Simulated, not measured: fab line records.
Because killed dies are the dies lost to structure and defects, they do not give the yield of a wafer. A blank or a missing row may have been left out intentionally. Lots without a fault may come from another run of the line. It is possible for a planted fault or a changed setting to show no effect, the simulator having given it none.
fab line records	flow nandHarc
[record] lots = 11	wafers = 33	lastDay = 24
route steps=1159 shown A_M0@1008 END@1159
lots that met no fault: from a run of the same line without faults
startH: hours from the record's first day to the start of the lot's first wafer shown	waitH: hours elapsed since this lot's preceding step	" identical to the entry in the row above	L1.1+2: a row that stands for several wafers	- either no value or no given start	* or withheld: withheld	< > ~ a bound
route shown NAME@n: names a module that has steps shown in the file, with the first one's number in the route	usual: the fault-free wafers' mean and standard deviation	same: alike in all rows	chamber/n: place in a boat	sites: the reading at each site	_std_site: their standard deviation	_edge_site: outer sites' mean less inner sites'	radiusMm: for every site, how far away it sits from the centre of the wafer	mask NAME#n: copy n	behind: the last tool/chamber to shape the wafer	hold: cause of the lot's hold/its duration in hours/its outcome	device: the n, p or np transistor that did not switch	end of line: tests of these same wafers at the route's end	a step with no rows: only its recipe	killed: at the first sort, the dies lost to defects and structure; wafer yield is something else	map: a wafer's dies, x killed, . not, _ none there
set.NAME: the run value of the setting; set.NAME@STEP: its run value at that earlier step	model.NAME: the simulator's own value behind a step, which no gauge read
steps of the route over a sample of lots; a table a step, a row a wafer
services: when a tool's chamber went out of use (startH, in hours from the record's first day, below 0 if earlier), for how many hours, and the reason
[[steps]]
[step NHARC_A_M0_ETCH_34]
[recipe] targetDepthA = 400	overetchA = 120	timeS = 43.94	ionEnergyEv = 200	n2FlowSccm = 150	h2FlowSccm = 150	arFlowSccm = 0	rfW = 400	biasW = 150	chemistry = N2/H2
[usual] drypumpMotorCurrentA = 5.9/0.58	oesProductAu = 1.007/0.014	rfVppV = 429.7/2.6	showerheadPlenumPTorr = 2.01/0.09	throttleValvePct = 14.171/0.0089
lot.wafer	tool	chamber	startH	waitH	drypumpMotorCurrentA	oesProductAu	rfHoursCounterH	rfVppV	showerheadPlenumPTorr	throttleValvePct
L763.4	rieDiel-05	3	398.10	0.1	5.6	0.982	5	429.7	2.01	14.186
L763.3	"	0	"	"	6.0	1.025	5	427.3	1.91	14.179
L763.1	"	1	"	"	5.7	1.001	4	429.0	1.94	14.166
L762.1	rieDiel-05	3	402.76	0.1	5.6	0.978	6	430.9	2.01	14.164
L762.5	"	0	"	"	6.0	1.024	-	425.2	1.91	14.169
L762.6	"	3	"	"	5.6	0.987	-	429.1	2.01	14.177
L764.2	rieDiel-07	2	403.94	0.1	6.7	0.998	12	429.8	1.98	14.161
L764.4	"	1	"	"	5.1	1.008	10	435.4	2.18	14.175
L764.5	"	2	"	"	6.7	0.995	-	428.4	1.98	14.172
L765.1	rieDiel-10	1	408.22	0.1	5.2	1.012	3	432.0	2.09	14.174
L765.5	"	1	"	"	5.2	1.012	-	433.3	2.09	14.159
L765.6	"	2	"	"	6.3	1.026	-	435.0	2.18	14.167
L770.1	rieDiel-07	0	446.15	0.1	6.4	1.026	2	433.4	2.13	14.173
L770.3	"	1	"	"	5.1	1.018	2	433.3	2.17	14.165
L770.5	"	2	"	"	6.7	0.999	-	428.7	1.98	14.169
L769.3	rieDiel-07	0	447.42	0.1	6.4	1.018	2	433.5	2.13	14.162
L769.4	"	3	"	"	6.1	0.993	2	427.3	1.95	14.171
L769.5	"	0	"	"	6.4	1.028	-	432.3	2.13	14.174
L772.4	rieDiel-10	1	454.11	0.1	5.2	1.004	7	433.0	2.08	14.177
L772.3	"	2	"	"	6.4	1.040	7	433.9	2.18	14.194
L772.6	"	1	"	"	5.2	1.003	-	431.1	2.08	14.172
L773.3	rieDiel-05	3	470.29	0.1	5.6	0.992	10	429.7	2.01	14.167
L773.5	"	2	"	"	5.0	0.990	-	429.0	1.96	14.189
L773.6	"	3	"	"	5.6	0.978	-	430.9	2.01	14.168
L775.3	rieDiel-05	2	476.37	0.1	5.0	0.994	10	427.8	1.96	14.179
L775.6	"	2	"	"	4.9	0.997	-	426.7	1.96	14.178
L775.5	"	3	"	"	5.6	0.991	-	429.4	2.01	14.164
L776.3	rieDiel-05	1	503.92	0.1	5.7	1.006	11	427.6	1.93	14.180
L776.1	"	2	"	"	4.9	0.993	11	427.3	1.96	14.167
L776.4	"	0	"	"	6.0	1.030	11	426.7	1.91	14.166
L783.2	rieDiel-05	1	528.42	0.1	5.7	1.013	0	428.3	1.93	14.165
L783.3	"	2	"	"	5.0	1.000	0	428.4	1.96	14.180
L783.6	"	2	"	"	4.9	0.997	-	428.9	1.96	14.160
[step NHARC_A_M0_ETCH_15]
[recipe] targetDepthA = 1500	overetchA = 150	timeS = 82.5	c4f8FlowSccm = withheld	arFlowSccm = 400	rfW = 600	biasW = 300	chemistry = C4F8/Ar
[usual] oesProductAu = 0.957/0.025	rfVppV = 439.9/2.5
lot.wafer	tool	chamber	startH	waitH	oesProductAu	rfHoursCounterH	rfVppV
L763.3	rieDiel-05	0	-	-	0.952	5	436.8
L763.4	"	1	"	"	0.938	4	438.4
L763.1	"	2	"	"	0.912	4	440.0
L762.1	rieDiel-05	0	-	-	0.995	5	436.0
L762.6	"	3	"	"	0.945	-	440.8
L762.5	"	2	"	"	0.953	-	437.6
L764.4	rieDiel-07	3	-	-	0.926	12	437.8
L764.2	"	1	"	"	0.934	10	444.1
L764.5	"	3	"	"	0.930	-	437.7
L765.1	rieDiel-10	0	-	-	0.993	3	437.0
L765.6	"	0	"	"	0.989	-	438.5
L765.5	"	1	"	"	0.968	-	442.4
L770.3	rieDiel-07	3	-	-	0.974	2	439.3
L770.1	"	0	"	"	0.992	2	442.0
L770.5	"	3	"	"	0.970	-	437.3
L769.4	rieDiel-07	3	-	-	0.960	2	437.3
L769.3	"	1	"	"	0.987	2	443.5
L769.5	"	3	"	"	0.954	-	437.6
L772.4	rieDiel-10	2	-	-	1.020	7	443.3
L772.3	"	1	"	"	0.977	7	443.7
L772.6	"	2	"	"	1.013	-	443.0
L773.3	rieDiel-05	2	-	-	0.957	9	438.0
L773.5	"	1	"	"	0.985	-	437.5
L773.6	"	2	"	"	0.960	-	439.6
L775.3	rieDiel-05	0	-	-	0.991	9	436.7
L775.6	"	2	"	"	0.980	-	437.8
L775.5	"	3	"	"	0.963	-	440.2
L776.1	rieDiel-05	2	-	-	0.913	11	438.4
L776.3	"	3	"	"	0.910	11	440.7
L776.4	"	0	"	"	0.951	11	436.7
L783.2	rieDiel-05	3	-	-	0.938	0	440.0
L783.3	"	1	"	"	0.987	0	437.4
L783.6	"	3	"	"	0.938	-	440.2
[step NHARC_A_M0_DEGAS_28]
[recipe] tempC = 250	timeS = 60
[usual] heaterPowerW = 337/38	susceptorTempC = 250.01/0.16
lot.wafer	tool	chamber	startH	waitH	heaterPowerW	susceptorTempC
L763.3	pvdSputter-03	-	399.40	-	295	250.06
L763.4	"	-	"	"	340	249.97
L763.1	"	-	"	"	343	250.13
L762.1	pvdSputter-03	-	403.60	-	347	249.98
L762.6	"	-	"	"	341	250.12
L762.5	"	-	"	"	339	249.86
L764.4	pvdSputter-02	-	404.83	-	410	249.94
L764.2	"	-	"	"	298	249.85
L764.5	"	-	"	"	347	249.98
L765.1	pvdSputter-02	-	409.08	-	349	250.17
L765.5	"	-	"	"	411	249.77
L765.6	"	-	"	"	286	249.93
L770.3	pvdSputter-01	-	446.99	-	309	249.90
L770.1	"	-	"	"	292	250.10
L770.5	"	-	"	"	341	250.10
L769.3	pvdSputter-03	-	448.27	-	381	250.12
L769.4	"	-	"	"	298	250.14
L769.5	"	-	"	"	339	249.88
L772.3	pvdSputter-02	-	454.94	-	347	-
L772.4	"	-	"	"	410	-
L772.6	"	-	"	"	411	-
L773.3	pvdSputter-03	-	471.15	-	346	250.04
L773.5	"	-	"	"	300	249.89
L773.6	"	-	"	"	361	250.16
L775.3	pvdSputter-03	-	477.23	-	376	250.09
L775.6	"	-	"	"	345	250.00
L775.5	"	-	"	"	341	249.81
L776.3	pvdSputter-01	-	504.78	-	296	249.98
L776.1	"	-	"	"	298	249.95
L776.4	"	-	"	"	335	250.40
L783.2	pvdSputter-03	-	529.25	-	346	249.92
L783.3	"	-	"	"	341	250.13
L783.6	"	-	"	"	343	249.93
[step NHARC_A_M0_ECD_22]
[recipe] targetThkA = 4000	bathTempC = 25	material = Cu
[usual] bathHeatDutyPct = 5.8/0.83
lot.wafer	tool	chamber	startH	waitH	bathHeatDutyPct
L763.1	ecdCu-01	1	399.76	-	5.0
L763.4	"	1	"	"	5.3
L763.3	"	0	"	"	6.8
L762.1	ecdCu-02	1	404.01	-	4.3
L762.6	"	0	"	"	6.1
L762.5	"	1	"	"	5.0
L764.2	ecdCu-02	1	405.18	-	5.7
L764.4	"	0	"	"	5.8
L764.5	"	0	"	"	6.1
L765.1	ecdCu-02	1	409.48	-	5.1
L765.6	"	1	"	"	6.0
L765.5	"	0	"	"	5.9
L770.1	ecdCu-01	0	447.57	-	6.7
L770.3	"	0	"	"	6.5
L770.5	"	1	"	"	5.3
L769.4	ecdCu-02	1	448.98	-	5.1
L769.3	"	0	"	"	6.3
L769.5	"	1	"	"	4.6
L772.4	ecdCu-02	0	455.65	-	5.7
L772.3	"	1	"	"	4.9
L772.6	"	1	"	"	5.4
L773.3	ecdCu-02	0	472.12	-	5.2
L773.5	"	1	"	"	4.8
L773.6	"	0	"	"	5.9
L775.3	ecdCu-01	0	477.68	-	6.9
L775.6	"	0	"	"	6.6
L775.5	"	1	"	"	5.7
L776.1	ecdCu-01	1	505.22	-	5.1
L776.4	"	0	"	"	6.4
L776.3	"	1	"	"	4.4
L783.2	ecdCu-01	0	529.62	-	6.5
L783.3	"	1	"	"	5.1
L783.6	"	0	"	"	6.5
[step NHARC_A_M0_CMP_23]
[recipe] tOverpolishS = 20	targetThkNm = 113.75
[usual] motorCurrentA = 12.5/1	slurryFlowMlMin = 150.0/0.46	timeToEndpointS = 28.0/2.8
[same] tOverpolishS = 20
lot.wafer	tool	chamber	startH	waitH	motorCurrentA	slurryFlowMlMin	timeToEndpointS
L763.4	cmp-02	0	400.48	-	9.9	150.3	23.7
L763.3	"	1	"	"	13.4	150.9	23.6
L763.1	"	2	"	"	12.5	150.2	27.2
L762.1	cmp-02	3	404.76	-	12.7	150.2	33.7
L762.5	"	0	"	"	9.9	150.0	25.9
L762.6	"	1	"	"	13.3	150.2	25.3
L764.2	cmp-02	0	405.91	-	10.1	150.3	26.9
L764.4	"	3	"	"	11.7	149.3	33.7
L764.5	"	0	"	"	9.7	150.3	27.5
L765.1	cmp-04	3	410.35	-	13.4	150.0	27.9
L765.6	"	2	"	"	12.5	150.1	31.8
L765.5	"	3	"	"	12.8	150.4	30.7
L770.3	cmp-03	3	448.28	-	12.3	150.0	31.7
L770.1	"	1	"	"	13.0	149.3	30.3
L770.5	"	2	"	"	12.1	149.8	30.8
L769.3	cmp-02	3	449.70	-	13.0	150.2	49.5
L769.4	"	0	"	"	9.8	150.1	25.6
L769.5	"	1	"	"	13.4	149.7	25.0
L772.3	cmp-03	3	456.28	-	13.1	150.2	31.4
L772.4	"	1	"	"	12.4	150.5	51.4
L772.6	"	3	"	"	13.0	150.0	31.0
L773.3	cmp-04	3	472.70	-	12.1	150.2	43.8
L773.6	"	3	"	"	13.4	151.1	47.5
L773.5	"	0	"	"	13.1	149.9	28.0
L775.3	cmp-03	0	478.38	-	12.7	149.4	31.6
L775.5	"	1	"	"	13.2	149.7	33.7
L775.6	"	2	"	"	11.8	149.3	32.6
L776.1	cmp-02	2	505.92	-	12.8	150.9	27.4
L776.3	"	3	"	"	11.9	149.1	30.2
L776.4	"	0	"	"	9.7	150.7	24.7
L783.2	cmp-03	3	530.34	-	13.6	150.2	26.7
L783.3	"	1	"	"	12.9	149.1	28.3
L783.6	"	0	"	"	13.1	149.9	27.4
[step NHARC_END_SORT_01]
[recipe] tempC = 25
[usual] defectLimitedYield = 95.0/1.7	killedAtArray = 31/11	killedAtOther = 0.5/0.78	killedAtPeriphery = 3.0/2	killedDies = 34/12	killedOpen = 3.2/2	killedShort = 1.9/1.6	sort_bin_2_pct = 1.6/0.67	sort_bin_3_pct = 0.26/0.2	sort_bin_4_pct = 3.2/1.1	sortNPass = 643/12	sortRimYieldPct = 96.8/1.8	sortYieldPct = 95.0/1.7
[same] grossDies = 677	sort_bin_5_pct[%] = 0	sort_bin_6_pct[%] = 0	sort_bin_7_pct[%] = 0	sort_bin_8_pct[%] = 0	sortRimNGross = 106.00
lot.wafer	tool	chamber	startH	waitH	defectLimitedYield[%]	killedAtArray	killedAtOther	killedAtPeriphery	killedDies	killedOpen	killedShort	sort_bin_2_pct[%]	sort_bin_3_pct[%]	sort_bin_4_pct[%]	sortNPass	sortRimYieldPct[%]	sortYieldPct[%]
L763.1	prober-01	0	445.67	2.5	93.5	39	1	4	44	8	2	1.9	0.44	4.1	633	96.2	93.5
L763.3	prober-01	0	447.27	3.1	93.9	34	0	7	41	7	0	2.4	0.30	3.4	636	96.2	93.9
L763.4	prober-01	0	448.07	3.4	95.3	31	0	1	32	3	1	1.6	0.15	3.0	645	99.1	95.3
L762.1	prober-02	0	453.41	2.5	97.5	15	0	2	17	1	2	0.7	0	1.8	660	100.0	97.5
L762.5	prober-02	0	456.62	3.7	96.8	18	0	4	22	3	3	0.4	0	2.8	655	98.1	96.8
L762.6	prober-02	0	457.42	4.0	95.4	24	3	4	31	4	1	1.2	0.15	3.2	646	97.2	95.4
L765.1	prober-01	0	453.45	2.5	97.0	16	0	4	20	0	1	1.0	0.30	1.6	657	99.1	97.0
L765.5	prober-01	0	456.69	3.7	94.7	27	1	8	36	7	2	1.3	0.30	3.7	641	95.3	94.7
L765.6	prober-01	0	457.50	4.0	96.2	21	0	5	26	1	1	0.9	0.15	2.8	651	96.2	96.2
L764.2	prober-02	0	461.97	2.8	94.5	35	0	2	37	2	1	1.6	0.74	3.1	640	95.3	94.5
L764.4	prober-02	0	463.53	3.3	94.7	30	0	6	36	0	2	2.1	0.15	3.1	641	96.2	94.7
L764.5	prober-02	0	464.31	3.6	93.4	41	1	3	45	4	4	1.5	0.74	4.4	632	95.3	93.4
L769.3	prober-01	0	491.09	3.1	95.6	28	0	2	30	1	1	1.2	0.30	3.0	647	94.3	95.6
L769.4	prober-01	0	491.90	3.5	93.2	44	0	2	46	6	1	2.4	0.44	4.0	631	95.3	93.2
L769.5	prober-01	0	492.72	3.8	92.2	46	3	4	53	4	2	2.8	0.15	4.9	624	93.4	92.2
L770.1	prober-02	0	497.09	2.5	93.2	43	1	2	46	0	2	2.5	0.44	3.8	631	96.2	93.2
L770.3	prober-02	0	498.69	3.1	94.2	38	1	0	39	2	1	1.8	0.30	3.7	638	96.2	94.2
L770.5	prober-02	0	500.29	3.7	91.9	51	0	4	55	4	4	2.4	0.30	5.5	622	97.2	91.9
L772.3	prober-01	0	498.96	3.1	96.9	16	1	4	21	2	4	0.6	0	2.5	656	97.2	96.9
L772.4	prober-01	0	499.75	3.4	96.9	17	0	4	21	1	5	1.2	0.15	1.8	656	97.2	96.9
L772.6	prober-01	0	501.34	4.0	96.9	16	0	5	21	3	7	0.4	0.15	2.5	656	95.3	96.9
L773.3	prober-02	0	511.67	3.1	93.6	41	0	2	43	3	0	1.5	0.15	4.7	634	100.0	93.6
L773.5	prober-02	0	513.27	3.7	92.6	47	0	3	50	4	6	1.9	0.59	4.9	627	93.4	92.6
L773.6	prober-02	0	514.07	4.0	92.8	48	0	1	49	3	0	3.1	0.59	3.5	628	99.1	92.8
L775.3	prober-01	0	519.40	3.1	95.3	28	0	4	32	2	3	1.5	0.30	3.0	645	98.1	95.3
L775.5	prober-01	0	521.01	3.7	95.3	30	1	1	32	1	4	2.1	0.44	2.2	645	98.1	95.3
L775.6	prober-01	0	521.82	4.0	95.9	24	1	3	28	1	3	1.3	0.15	2.7	649	98.1	95.9
L776.1	prober-02	0	548.56	2.5	94.7	27	1	8	36	0	2	2.4	0	3.0	641	95.3	94.7
L776.3	prober-02	0	550.18	3.1	95.4	29	0	2	31	4	0	1.3	0.44	2.8	646	94.3	95.4
L776.4	prober-02	0	550.99	3.4	93.1	42	0	5	47	6	2	1.6	0.30	5.0	630	97.2	93.1
L783.2	prober-01	0	570.78	2.8	91.4	50	1	7	58	2	1	2.4	0.59	5.6	619	94.3	91.4
L783.3	prober-01	0	571.60	3.1	92.9	45	0	3	48	1	2	2.1	0.15	4.9	629	96.2	92.9
L783.6	prober-01	0	574.04	4.1	90.7	55	1	7	63	7	2	3.4	0.30	5.6	614	91.5	90.7
// killed by level:class
L763.1 A_CHANNEL_HOLE_D1:chamberFilmFlake=15 A_STAIRCASE:chamberFilmFlake=7 A_SLIT:chamberFilmFlake=5 A_SGD_CUT:geometricParticle:open=2 A_SGD_CUT:chamberFilmFlake=2 P_M0:geometricParticle:open=1 P_M0:geometricParticle:short=1 A_ONON_D1:geometricParticle:open=1
L763.3 A_CHANNEL_HOLE_D1:chamberFilmFlake=13 A_SLIT:chamberFilmFlake=11 P_ZERO_WELL:chamberFilmFlake=4 A_CONTACT:geometricParticle:open=2 P_GATE:geometricParticle:open=1 A_CHANNEL_HOLE_D1:geometricParticle:open=1 A_SGD_CUT:geometricParticle:open=1 A_WL_FILL:geometricParticle:open=1
L763.4 A_CHANNEL_HOLE_D1:chamberFilmFlake=11 A_SLIT:chamberFilmFlake=8 A_STAIRCASE:chamberFilmFlake=7 A_ONON_D1:geometricParticle:short=1 A_WL_FILL:geometricParticle:open=1 A_CONTACT:geometricParticle:open=1 A_M0:geometricParticle:open=1 P_ZERO_WELL:chamberFilmFlake=1
L762.1 A_SLIT:chamberFilmFlake=11 A_CHANNEL_HOLE_D1:chamberFilmFlake=2 P_CONTACT:geometricParticle:open=1 A_CHANNEL_HOLE_D1:geometricParticle:short=1 A_CHANNEL_FILL_D1:geometricParticle:short=1 P_ZERO_WELL:chamberFilmFlake=1
L765.1 A_SLIT:chamberFilmFlake=10 P_BONDPAD:chamberFilmFlake=4 A_CHANNEL_HOLE_D1:chamberFilmFlake=2 A_BLC:geometricParticle:short=1 A_CHANNEL_FILL_D1:chamberFilmFlake=1 A_STAIRCASE:chamberFilmFlake=1 A_CONTACT:chamberFilmFlake=1
L762.5 A_SLIT:chamberFilmFlake=10 P_ZERO_WELL:chamberFilmFlake=3 A_CHANNEL_HOLE_D1:geometricParticle:short=2 A_CHANNEL_FILL_D1:geometricParticle:open=1 A_WL_FILL:geometricParticle:short=1 A_M0:geometricParticle:open=1 A_M1:geometricParticle:open=1 P_GATE:chamberFilmFlake=1
L765.5 A_SLIT:chamberFilmFlake=10 P_BONDPAD:chamberFilmFlake=5 A_CONTACT:chamberFilmFlake=4 A_ZERO_WELL:chamberFilmFlake=3 A_CHANNEL_HOLE_D1:chamberFilmFlake=3 A_M0:geometricParticle:open=2 P_STI:geometricParticle:open=1 P_CONTACT:geometricParticle:open=1
L762.6 A_SLIT:chamberFilmFlake=8 A_CHANNEL_HOLE_D1:chamberFilmFlake=7 A_STAIRCASE:chamberFilmFlake=3 THIN_TSV:chamberFilmFlake=3 A_M0:geometricParticle:open=2 P_ZERO_WELL:chamberFilmFlake=2 A_CONTACT:chamberFilmFlake=2 P_CONTACT:geometricParticle:open=1
L765.6 A_SLIT:chamberFilmFlake=11 A_STAIRCASE:chamberFilmFlake=4 A_CONTACT:chamberFilmFlake=3 P_BONDPAD:chamberFilmFlake=2 A_SGD_CUT:geometricParticle:short=1 A_M0:geometricParticle:open=1 P_STI:chamberFilmFlake=1 P_GATE:chamberFilmFlake=1
L764.2 A_CHANNEL_HOLE_D1:chamberFilmFlake=17 A_SLIT:chamberFilmFlake=10 A_CONTACT:chamberFilmFlake=4 P_BONDPAD:chamberFilmFlake=2 A_WL_FILL:geometricParticle:short=1 A_CONTACT:geometricParticle:open=1 A_BLC:geometricParticle:open=1 A_STAIRCASE:chamberFilmFlake=1
L764.4 A_CHANNEL_HOLE_D1:chamberFilmFlake=18 A_SLIT:chamberFilmFlake=6 P_BONDPAD:chamberFilmFlake=5 A_CONTACT:geometricParticle:short=2 A_CONTACT:chamberFilmFlake=2 P_STI:chamberFilmFlake=1 A_STAIRCASE:chamberFilmFlake=1 A_WL_FILL:chamberFilmFlake=1
L764.5 A_CHANNEL_HOLE_D1:chamberFilmFlake=12 A_SLIT:chamberFilmFlake=11 A_STAIRCASE:chamberFilmFlake=7 A_CONTACT:chamberFilmFlake=4 A_WL_FILL:geometricParticle:short=2 P_CONTACT:geometricParticle:open=1 P_M0:geometricParticle:open=1 A_ONON_D1:geometricParticle:short=1
L769.3 A_CHANNEL_HOLE_D1:chamberFilmFlake=12 A_SLIT:chamberFilmFlake=10 A_CONTACT:chamberFilmFlake=3 P_CONTACT:geometricParticle:short=1 P_M2:geometricParticle:open=1 A_CHANNEL_FILL_D1:chamberFilmFlake=1 A_STAIRCASE:chamberFilmFlake=1 A_WL_FILL:chamberFilmFlake=1
L769.4 A_SLIT:chamberFilmFlake=17 A_CHANNEL_HOLE_D1:chamberFilmFlake=12 A_STAIRCASE:chamberFilmFlake=6 A_WL_FILL:chamberFilmFlake=3 A_CONTACT:geometricParticle:open=2 P_M0:geometricParticle:open=1 P_M2:geometricParticle:open=1 A_CHANNEL_FILL_D1:geometricParticle:short=1
L769.5 A_CHANNEL_HOLE_D1:chamberFilmFlake=19 A_SLIT:chamberFilmFlake=12 A_STAIRCASE:chamberFilmFlake=4 A_CONTACT:chamberFilmFlake=4 A_CONTACT:geometricParticle:open=2 P_GATE:chamberFilmFlake=2 A_WL_FILL:chamberFilmFlake=2 THIN_TSV:chamberFilmFlake=2
L770.1 A_CHANNEL_HOLE_D1:chamberFilmFlake=20 A_SLIT:chamberFilmFlake=12 A_STAIRCASE:chamberFilmFlake=7 A_WL_FILL:geometricParticle:short=2 A_CONTACT:chamberFilmFlake=2 P_ZERO_WELL:chamberFilmFlake=1 P_GATE:chamberFilmFlake=1 THIN_TSV:chamberFilmFlake=1
L770.3 A_SLIT:chamberFilmFlake=15 A_CHANNEL_HOLE_D1:chamberFilmFlake=12 A_STAIRCASE:chamberFilmFlake=7 A_WL_FILL:geometricParticle:short=1 A_CONTACT:geometricParticle:open=1 A_BLC:geometricParticle:open=1 A_CONTACT:chamberFilmFlake=1 THIN_TSV:chamberFilmFlake=1
L772.3 A_STAIRCASE:chamberFilmFlake=5 A_CHANNEL_HOLE_D1:chamberFilmFlake=4 P_ZERO_WELL:chamberFilmFlake=2 A_ZERO_WELL:chamberFilmFlake=2 P_CONTACT:geometricParticle:short=1 P_M0:geometricParticle:short=1 A_ONON_D1:geometricParticle:short=1 A_ONON_D1:geometricParticle:open=1
L772.4 A_CHANNEL_HOLE_D1:chamberFilmFlake=5 A_CONTACT:chamberFilmFlake=4 A_SLIT:chamberFilmFlake=2 P_STI:geometricParticle:short=1 P_GATE:geometricParticle:short=1 P_CONTACT:geometricParticle:short=1 P_M0:geometricParticle:short=1 A_WL_FILL:geometricParticle:short=1
L770.5 A_CHANNEL_HOLE_D1:chamberFilmFlake=23 A_SLIT:chamberFilmFlake=14 A_STAIRCASE:chamberFilmFlake=6 A_WL_FILL:geometricParticle:open=3 P_CONTACT:geometricParticle:short=2 A_CONTACT:chamberFilmFlake=2 P_M0:geometricParticle:open=1 A_CHANNEL_FILL_D1:geometricParticle:short=1
L772.6 A_CHANNEL_HOLE_D1:chamberFilmFlake=4 A_WL_FILL:geometricParticle:short=2 A_STAIRCASE:chamberFilmFlake=2 P_CONTACT:geometricParticle:open=1 P_CONTACT:geometricParticle:short=1 P_M0:geometricParticle:short=1 P_M2:geometricParticle:open=1 A_SOURCE_PLATE:geometricParticle:short=1
L773.3 A_CHANNEL_HOLE_D1:chamberFilmFlake=16 A_SLIT:chamberFilmFlake=15 A_STAIRCASE:chamberFilmFlake=5 A_CONTACT:chamberFilmFlake=2 P_M0:geometricParticle:open=1 A_BLC:geometricParticle:open=1 A_M0:geometricParticle:open=1 P_ZERO_WELL:chamberFilmFlake=1
L773.5 A_SLIT:chamberFilmFlake=13 A_CHANNEL_HOLE_D1:chamberFilmFlake=11 A_STAIRCASE:chamberFilmFlake=11 P_M0:geometricParticle:open=2 A_CHANNEL_FILL_D1:geometricParticle:open=2 A_M0:geometricParticle:short=2 A_ZERO_WELL:chamberFilmFlake=2 A_CONTACT:chamberFilmFlake=2
L773.6 A_CHANNEL_HOLE_D1:chamberFilmFlake=16 A_SLIT:chamberFilmFlake=14 A_STAIRCASE:chamberFilmFlake=12 A_CONTACT:chamberFilmFlake=3 P_CONTACT:geometricParticle:open=1 A_CHANNEL_FILL_D1:geometricParticle:open=1 A_CONTACT:geometricParticle:open=1 A_CHANNEL_FILL_D1:chamberFilmFlake=1
L775.3 A_SLIT:chamberFilmFlake=11 A_CHANNEL_HOLE_D1:chamberFilmFlake=8 P_STI:chamberFilmFlake=3 A_ONON_D1:geometricParticle:short=2 A_CONTACT:chamberFilmFlake=2 A_CONTACT:geometricParticle:short=1 A_BLC:geometricParticle:open=1 A_M0:geometricParticle:open=1
L775.5 A_SLIT:chamberFilmFlake=17 A_CHANNEL_HOLE_D1:chamberFilmFlake=4 A_STAIRCASE:chamberFilmFlake=3 A_CHANNEL_HOLE_D1:geometricParticle:short=1 A_CHANNEL_FILL_D1:geometricParticle:short=1 A_SGD_CUT:geometricParticle:short=1 A_WL_FILL:geometricParticle:short=1 A_CONTACT:geometricParticle:open=1
L775.6 A_SLIT:chamberFilmFlake=11 A_CHANNEL_HOLE_D1:chamberFilmFlake=6 A_WL_FILL:chamberFilmFlake=2 A_CONTACT:chamberFilmFlake=2 P_M2:geometricParticle:short=1 A_CHANNEL_FILL_D1:geometricParticle:short=1 A_WL_FILL:geometricParticle:short=1 P_STI:chamberFilmFlake=1
L776.1 A_CHANNEL_HOLE_D1:chamberFilmFlake=19 P_STI:chamberFilmFlake=4 P_M1:chamberFilmFlake=3 A_CONTACT:chamberFilmFlake=3 A_ONON_D1:geometricParticle:short=1 A_CHANNEL_FILL_D1:geometricParticle:short=1 P_GATE:chamberFilmFlake=1 A_CHANNEL_FILL_D1:chamberFilmFlake=1
L776.3 A_CHANNEL_HOLE_D1:chamberFilmFlake=16 A_CONTACT:chamberFilmFlake=5 A_STAIRCASE:chamberFilmFlake=3 A_M0:geometricParticle:open=2 P_M1:chamberFilmFlake=2 A_CONTACT:geometricParticle:open=1 A_BLC:geometricParticle:open=1 A_BLC:chamberFilmFlake=1
L776.4 A_CHANNEL_HOLE_D1:chamberFilmFlake=24 P_M1:chamberFilmFlake=5 A_STAIRCASE:chamberFilmFlake=4 A_CONTACT:chamberFilmFlake=4 A_ONON_D1:geometricParticle:open=3 A_WL_FILL:geometricParticle:open=2 A_CHANNEL_FILL_D1:geometricParticle:short=1 A_CHANNEL_FILL_D1:geometricParticle:open=1
L783.2 A_CHANNEL_HOLE_D1:chamberFilmFlake=24 A_SLIT:chamberFilmFlake=19 P_STI:chamberFilmFlake=3 A_CONTACT:chamberFilmFlake=3 P_BONDPAD:chamberFilmFlake=2 A_WL_FILL:chamberFilmFlake=2 P_STI:geometricParticle:short=1 P_M1:geometricParticle:open=1
L783.3 A_SLIT:chamberFilmFlake=19 A_CHANNEL_HOLE_D1:chamberFilmFlake=15 A_CONTACT:chamberFilmFlake=6 A_CHANNEL_FILL_D1:geometricParticle:short=1 A_SGD_CUT:geometricParticle:short=1 A_CONTACT:geometricParticle:open=1 P_ZERO_WELL:chamberFilmFlake=1 P_GATE:chamberFilmFlake=1
L783.6 A_CHANNEL_HOLE_D1:chamberFilmFlake=19 A_SLIT:chamberFilmFlake=19 P_GATE:chamberFilmFlake=4 A_CONTACT:chamberFilmFlake=4 A_CONTACT:geometricParticle:open=3 A_CHANNEL_FILL_D1:geometricParticle:open=2 A_WL_FILL:chamberFilmFlake=2 A_M0:chamberFilmFlake=2
[[services]]
tool	chamber	startH	hours	kind
cmp-03	-	374.10	4.0	repair
rieDiel-05	-	389.82	0.7	repair
ecdCu-01	-	394.05	1.4	repair
rieDiel-05	1	401.76	4.1	repair
rieDiel-07	-	405.20	9.0	pm
rieDiel-07	1	415.73	2.8	repair
cmp-02	-	422.62	4.0	pm
pvdSputter-03	-	430.50	1.2	repair
ecdCu-01	-	434.72	1.8	repair
ecdCu-01	-	448.03	8.0	pm
cmp-02	-	451.94	3.0	repair
pvdSputter-03	-	458.00	10.0	pm
rieDiel-05	1	460.90	3.3	repair
rieDiel-05	2	461.31	5.2	repair
ecdCu-02	-	469.76	2.2	repair
ecdCu-01	-	484.03	2.2	repair
rieDiel-05	2	485.91	1.8	repair
rieDiel-05	3	492.39	11.5	repair
rieDiel-07	1	494.16	22.6	repair
cmp-02	-	511.02	1.5	repair
rieDiel-07	-	513.37	0.9	repair
rieDiel-05	-	517.62	9.0	pm
cmp-02	-	520.62	4.0	pm
cmp-02	-	525.62	2.3	repair
[[key]]
[firstSign] step = NHARC_A_M0_CMP_23	reading = timeToEndpointS	direction = up	sigmas = 7.2	usual = *	struck = *
effect none on later readings
metAt NHARC_A_M0_ECD_22
struckLots L769,L772,L773
struckWafers L769.3,L772.4,L773.3,L773.6
notActingAt NHARC_A_M0_ETCH_34,NHARC_A_M0_ETCH_15,NHARC_A_M0_DEGAS_28
onsetBetween 409.48 448.98
[fault] kind = processParameterDrift	tool = ecdCu-02	chamber = 0	onsetH = 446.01	steps = NHARC_A_M0_ECD_22	channel = targetThkA	offset = *	shape = step	endH = 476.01	actsIn = *	stated = *
